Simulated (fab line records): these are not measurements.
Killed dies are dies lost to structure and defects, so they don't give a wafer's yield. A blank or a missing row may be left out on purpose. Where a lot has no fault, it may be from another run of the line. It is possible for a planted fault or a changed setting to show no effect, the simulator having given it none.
Split-lot experiment || flow n5_finfet || 39 wafers read across 7 lots, on a route 1938 steps long

## THE SPLIT
At N5_MOL_CONTACT_COAG_ETCH_124 (etches SiNx in CH3F/O2, stops on SiOC, target depth 6.5 nm), the setting target_depth_a was moved away from the recipe's 65 angstrom on 18 of the 39 wafers read, by -36.6% to +57.2%. All remaining wafers had this setting at the recipe value.

Between the split and the reading, the file records no step.

## THE READING
SOC_of_MOL_CONTACT_COAG_COAT_62.thk_nm (the simulator's own value, which no gauge read), in nm, at N5_MOL_CONTACT_COAG_ETCH_48 (etches SiOC in C4F6/O2, target depth 15 nm, overetch 4.5 nm, time 17 s). The file gives no usual value for it. Average 45.8 nm, standard deviation 0.31 nm, over the 21 wafers here run with the recipe.

{"wafer": "L075.2", "tool, chamber at the split": "rie_diel-01, 0", "target_depth_a as run, angstrom": 65, "against the recipe": "recipe", "SOC_of_MOL_CONTACT_COAG_COAT_62.thk_nm, nm": 45.8, "against lot-mates on the recipe": "-"}
{"wafer": "L075.3", "tool, chamber at the split": "rie_diel-01, 2", "target_depth_a as run, angstrom": 65, "against the recipe": "recipe", "SOC_of_MOL_CONTACT_COAG_COAT_62.thk_nm, nm": 45.6, "against lot-mates on the recipe": "-"}
{"wafer": "L075.4", "tool, chamber at the split": "rie_diel-01, 1", "target_depth_a as run, angstrom": 65, "against the recipe": "recipe", "SOC_of_MOL_CONTACT_COAG_COAT_62.thk_nm, nm": 45.4, "against lot-mates on the recipe": "-"}
{"wafer": "L076.1", "tool, chamber at the split": "rie_diel-01, 2", "target_depth_a as run, angstrom": 65, "against the recipe": "recipe", "SOC_of_MOL_CONTACT_COAG_COAT_62.thk_nm, nm": 45.8, "against lot-mates on the recipe": "-"}
{"wafer": "L076.2", "tool, chamber at the split": "rie_diel-01, 1", "target_depth_a as run, angstrom": 65, "against the recipe": "recipe", "SOC_of_MOL_CONTACT_COAG_COAT_62.thk_nm, nm": 45.4, "against lot-mates on the recipe": "-"}
{"wafer": "L076.3", "tool, chamber at the split": "rie_diel-01, 0", "target_depth_a as run, angstrom": 65, "against the recipe": "recipe", "SOC_of_MOL_CONTACT_COAG_COAT_62.thk_nm, nm": 45.6, "against lot-mates on the recipe": "-"}
{"wafer": "L076.4", "tool, chamber at the split": "rie_diel-01, 3", "target_depth_a as run, angstrom": 41.24, "against the recipe": "-36.6%", "SOC_of_MOL_CONTACT_COAG_COAT_62.thk_nm, nm": 47.2, "against lot-mates on the recipe": "+1.6"}
{"wafer": "L076.5", "tool, chamber at the split": "rie_diel-01, 3", "target_depth_a as run, angstrom": 41.24, "against the recipe": "-36.6%", "SOC_of_MOL_CONTACT_COAG_COAT_62.thk_nm, nm": 47.2, "against lot-mates on the recipe": "+1.6"}
{"wafer": "L076.6", "tool, chamber at the split": "rie_diel-01, 2", "target_depth_a as run, angstrom": 41.24, "against the recipe": "-36.6%", "SOC_of_MOL_CONTACT_COAG_COAT_62.thk_nm, nm": 46.8, "against lot-mates on the recipe": "+1.2"}
{"wafer": "L082.1", "tool, chamber at the split": "rie_diel-03, 0", "target_depth_a as run, angstrom": 94.82, "against the recipe": "+45.9%", "SOC_of_MOL_CONTACT_COAG_COAT_62.thk_nm, nm": 44.6, "against lot-mates on the recipe": -1.6}
{"wafer": "L082.3", "tool, chamber at the split": "rie_diel-03, 2", "target_depth_a as run, angstrom": 94.82, "against the recipe": "+45.9%", "SOC_of_MOL_CONTACT_COAG_COAT_62.thk_nm, nm": 44.6, "against lot-mates on the recipe": -1.6}
{"wafer": "L082.6", "tool, chamber at the split": "rie_diel-03, 0", "target_depth_a as run, angstrom": 94.82, "against the recipe": "+45.9%", "SOC_of_MOL_CONTACT_COAG_COAT_62.thk_nm, nm": 44.6, "against lot-mates on the recipe": -1.6}
{"wafer": "L082.2", "tool, chamber at the split": "rie_diel-03, 1", "target_depth_a as run, angstrom": 65, "against the recipe": "recipe", "SOC_of_MOL_CONTACT_COAG_COAT_62.thk_nm, nm": 46.2, "against lot-mates on the recipe": "-"}
{"wafer": "L082.4", "tool, chamber at the split": "rie_diel-03, 3", "target_depth_a as run, angstrom": 65, "against the recipe": "recipe", "SOC_of_MOL_CONTACT_COAG_COAT_62.thk_nm, nm": 46.4, "against lot-mates on the recipe": "-"}
{"wafer": "L082.5", "tool, chamber at the split": "rie_diel-03, 1", "target_depth_a as run, angstrom": 65, "against the recipe": "recipe", "SOC_of_MOL_CONTACT_COAG_COAT_62.thk_nm, nm": 46, "against lot-mates on the recipe": "-"}
{"wafer": "L086.1", "tool, chamber at the split": "rie_diel-03, 2", "target_depth_a as run, angstrom": 65, "against the recipe": "recipe", "SOC_of_MOL_CONTACT_COAG_COAT_62.thk_nm, nm": 45.8, "against lot-mates on the recipe": "-"}
{"wafer": "L086.2", "tool, chamber at the split": "rie_diel-03, 3", "target_depth_a as run, angstrom": 74.79, "against the recipe": "+15.1%", "SOC_of_MOL_CONTACT_COAG_COAT_62.thk_nm, nm": 45.8, "against lot-mates on the recipe": -0.3}
{"wafer": "L086.3", "tool, chamber at the split": "rie_diel-03, 1", "target_depth_a as run, angstrom": 74.79, "against the recipe": "+15.1%", "SOC_of_MOL_CONTACT_COAG_COAT_62.thk_nm, nm": 45.4, "against lot-mates on the recipe": -0.7}
{"wafer": "L086.4", "tool, chamber at the split": "rie_diel-03, 0", "target_depth_a as run, angstrom": 74.79, "against the recipe": "+15.1%", "SOC_of_MOL_CONTACT_COAG_COAT_62.thk_nm, nm": 45.6, "against lot-mates on the recipe": -0.5}
{"wafer": "L086.5", "tool, chamber at the split": "rie_diel-03, 3", "target_depth_a as run, angstrom": 65, "against the recipe": "recipe", "SOC_of_MOL_CONTACT_COAG_COAT_62.thk_nm, nm": 46.4, "against lot-mates on the recipe": "-"}
{"wafer": "L086.6", "tool, chamber at the split": "rie_diel-03, 0", "target_depth_a as run, angstrom": 65, "against the recipe": "recipe", "SOC_of_MOL_CONTACT_COAG_COAT_62.thk_nm, nm": 46, "against lot-mates on the recipe": "-"}
{"wafer": "L092.1", "tool, chamber at the split": "rie_diel-01, 2", "target_depth_a as run, angstrom": 65, "against the recipe": "recipe", "SOC_of_MOL_CONTACT_COAG_COAT_62.thk_nm, nm": 45.6, "against lot-mates on the recipe": "-"}
{"wafer": "L092.2", "tool, chamber at the split": "rie_diel-01, 1", "target_depth_a as run, angstrom": 50.9, "against the recipe": "-21.7%", "SOC_of_MOL_CONTACT_COAG_COAT_62.thk_nm, nm": 46, "against lot-mates on the recipe": "+0.5"}
{"wafer": "L092.3", "tool, chamber at the split": "rie_diel-01, 3", "target_depth_a as run, angstrom": 65, "against the recipe": "recipe", "SOC_of_MOL_CONTACT_COAG_COAT_62.thk_nm, nm": 45.4, "against lot-mates on the recipe": "-"}
{"wafer": "L092.5", "tool, chamber at the split": "rie_diel-01, 1", "target_depth_a as run, angstrom": 65, "against the recipe": "recipe", "SOC_of_MOL_CONTACT_COAG_COAT_62.thk_nm, nm": 45.4, "against lot-mates on the recipe": "-"}
{"wafer": "L092.4", "tool, chamber at the split": "rie_diel-01, 0", "target_depth_a as run, angstrom": 50.9, "against the recipe": "-21.7%", "SOC_of_MOL_CONTACT_COAG_COAT_62.thk_nm, nm": 46.4, "against lot-mates on the recipe": "+0.9"}
{"wafer": "L092.6", "tool, chamber at the split": "rie_diel-01, 0", "target_depth_a as run, angstrom": 50.9, "against the recipe": "-21.7%", "SOC_of_MOL_CONTACT_COAG_COAT_62.thk_nm, nm": 46.2, "against lot-mates on the recipe": "+0.7"}
{"wafer": "L093.1", "tool, chamber at the split": "rie_diel-06, 0", "target_depth_a as run, angstrom": 102.2, "against the recipe": "+57.2%", "SOC_of_MOL_CONTACT_COAG_COAT_62.thk_nm, nm": 43.6, "against lot-mates on the recipe": -2.0}
{"wafer": "L093.2", "tool, chamber at the split": "rie_diel-06, 2", "target_depth_a as run, angstrom": 102.2, "against the recipe": "+57.2%", "SOC_of_MOL_CONTACT_COAG_COAT_62.thk_nm, nm": 44, "against lot-mates on the recipe": -1.6}
{"wafer": "L093.3", "tool, chamber at the split": "rie_diel-06, 3", "target_depth_a as run, angstrom": 65, "against the recipe": "recipe", "SOC_of_MOL_CONTACT_COAG_COAT_62.thk_nm, nm": 45.6, "against lot-mates on the recipe": "-"}
{"wafer": "L093.4", "tool, chamber at the split": "rie_diel-06, 1", "target_depth_a as run, angstrom": 65, "against the recipe": "recipe", "SOC_of_MOL_CONTACT_COAG_COAT_62.thk_nm, nm": 45.6, "against lot-mates on the recipe": "-"}
{"wafer": "L093.6", "tool, chamber at the split": "rie_diel-06, 0", "target_depth_a as run, angstrom": 65, "against the recipe": "recipe", "SOC_of_MOL_CONTACT_COAG_COAT_62.thk_nm, nm": 45.6, "against lot-mates on the recipe": "-"}
{"wafer": "L093.5", "tool, chamber at the split": "rie_diel-06, 1", "target_depth_a as run, angstrom": 102.2, "against the recipe": "+57.2%", "SOC_of_MOL_CONTACT_COAG_COAT_62.thk_nm, nm": 43.8, "against lot-mates on the recipe": -1.8}
{"wafer": "L097.1", "tool, chamber at the split": "rie_diel-03, 3", "target_depth_a as run, angstrom": 65, "against the recipe": "recipe", "SOC_of_MOL_CONTACT_COAG_COAT_62.thk_nm, nm": 46.2, "against lot-mates on the recipe": "-"}
{"wafer": "L097.2", "tool, chamber at the split": "rie_diel-03, 0", "target_depth_a as run, angstrom": 65, "against the recipe": "recipe", "SOC_of_MOL_CONTACT_COAG_COAT_62.thk_nm, nm": 45.6, "against lot-mates on the recipe": "-"}
{"wafer": "L097.3", "tool, chamber at the split": "rie_diel-03, 1", "target_depth_a as run, angstrom": 77.34, "against the recipe": "+19.0%", "SOC_of_MOL_CONTACT_COAG_COAT_62.thk_nm, nm": 45.2, "against lot-mates on the recipe": -0.7}
{"wafer": "L097.5", "tool, chamber at the split": "rie_diel-03, 2", "target_depth_a as run, angstrom": 77.34, "against the recipe": "+19.0%", "SOC_of_MOL_CONTACT_COAG_COAT_62.thk_nm, nm": 45.2, "against lot-mates on the recipe": -0.7}
{"wafer": "L097.4", "tool, chamber at the split": "rie_diel-03, 2", "target_depth_a as run, angstrom": 65, "against the recipe": "recipe", "SOC_of_MOL_CONTACT_COAG_COAT_62.thk_nm, nm": 45.8, "against lot-mates on the recipe": "-"}
{"wafer": "L097.6", "tool, chamber at the split": "rie_diel-03, 3", "target_depth_a as run, angstrom": 77.34, "against the recipe": "+19.0%", "SOC_of_MOL_CONTACT_COAG_COAT_62.thk_nm, nm": 45.8, "against lot-mates on the recipe": -0.1}

FIT RESULTS
A straight line over all 39 wafers: SOC_of_MOL_CONTACT_COAG_COAT_62.thk_nm changes by -0.0303 nm for each +1% of target_depth_a; r = -0.92; the points scatter about the line by 0.31 nm.
The same after taking each lot's own level away (the mean of its wafers on the recipe; 39 wafers): -0.0341 nm for each +1%; r = -0.97; scatter 0.2 nm.
That fit puts the effect of the largest move of target_depth_a on the reading at 2 nm.
From 45.47 to 46.20 nm: that is the span of the lots' own levels, equal to 2.4 times the standard deviation above.
So the lot-to-lot level changes the slope: the two fits differ.
Check: for one of the wafers moved furthest among these (+57.2%), held out of the fit, the line's prediction against its lot-mates is -1.89 nm. Against them it came out at -2 nm.

## ADDITIONAL SPLITS CARRIED BY THESE WAFERS
These wafers also went through other splits before the reading. Each is held against what the fit with the lots' levels taken away leaves over:
{"other split on the same wafers": "N5_ZERO_LAYER_PECVD_02 time_s", "wafers away from the commonest value": 15, "r with SOC_of_MOL_CONTACT_COAG_COAT_62.thk_nm (lot level and that fit taken away)": -0.09}
{"other split on the same wafers": "N5_FIN_SAQP_SPACER1_ALD_24 ald_cycles", "wafers away from the commonest value": 15, "r with SOC_of_MOL_CONTACT_COAG_COAT_62.thk_nm (lot level and that fit taken away)": "+0.15"}
{"other split on the same wafers": "N5_DUMMY_GATE_DESCUM_20 time_s", "wafers away from the commonest value": 15, "r with SOC_of_MOL_CONTACT_COAG_COAT_62.thk_nm (lot level and that fit taken away)": "+0.10"}
{"other split on the same wafers": "N5_GATE_CUT_DESCUM_18 time_s", "wafers away from the commonest value": 12, "r with SOC_of_MOL_CONTACT_COAG_COAT_62.thk_nm (lot level and that fit taken away)": -0.08}

## THE WHOLE CHAIN: every reading that the file lists as answering this split, in the file's order
{"step": "N5_MOL_CONTACT_COAG_ETCH_124", "what it does": "etches SiNx in CH3F/O2, stops on SiOC, target depth 6.5 nm", "reading": "SOC_of_MOL_CONTACT_COAG_COAT_62.thk_nm (the simulator's own value, which no gauge read)", "change (the file's fit)": "-0.0322 nm for each +1% of the setting", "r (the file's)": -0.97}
{"step": "N5_MOL_CONTACT_COAG_ETCH_124", "what it does": "etches SiNx in CH3F/O2, stops on SiOC, target depth 6.5 nm", "reading": "etch.depth_nm (the simulator's own value, which no gauge read)", "change (the file's fit)": "not straight: 4.047 at the lowest setting, 4.999 at the recipe, 5.01 at the highest", "r (the file's)": "not given"}
{"step": "N5_MOL_CONTACT_COAG_ETCH_48", "what it does": "etches SiOC in C4F6/O2, target depth 15 nm, overetch 4.5 nm, time 17 s", "reading": "SOC_of_MOL_CONTACT_COAG_COAT_62.thk_nm (the simulator's own value, which no gauge read)", "change (the file's fit)": "-0.0337 nm for each +1% of the setting", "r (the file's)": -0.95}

## FILE'S OWN FIT
SOC_of_MOL_CONTACT_COAG_COAT_62.thk_nm changes by -0.0337 nm for each +1% of target_depth_a, r = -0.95.
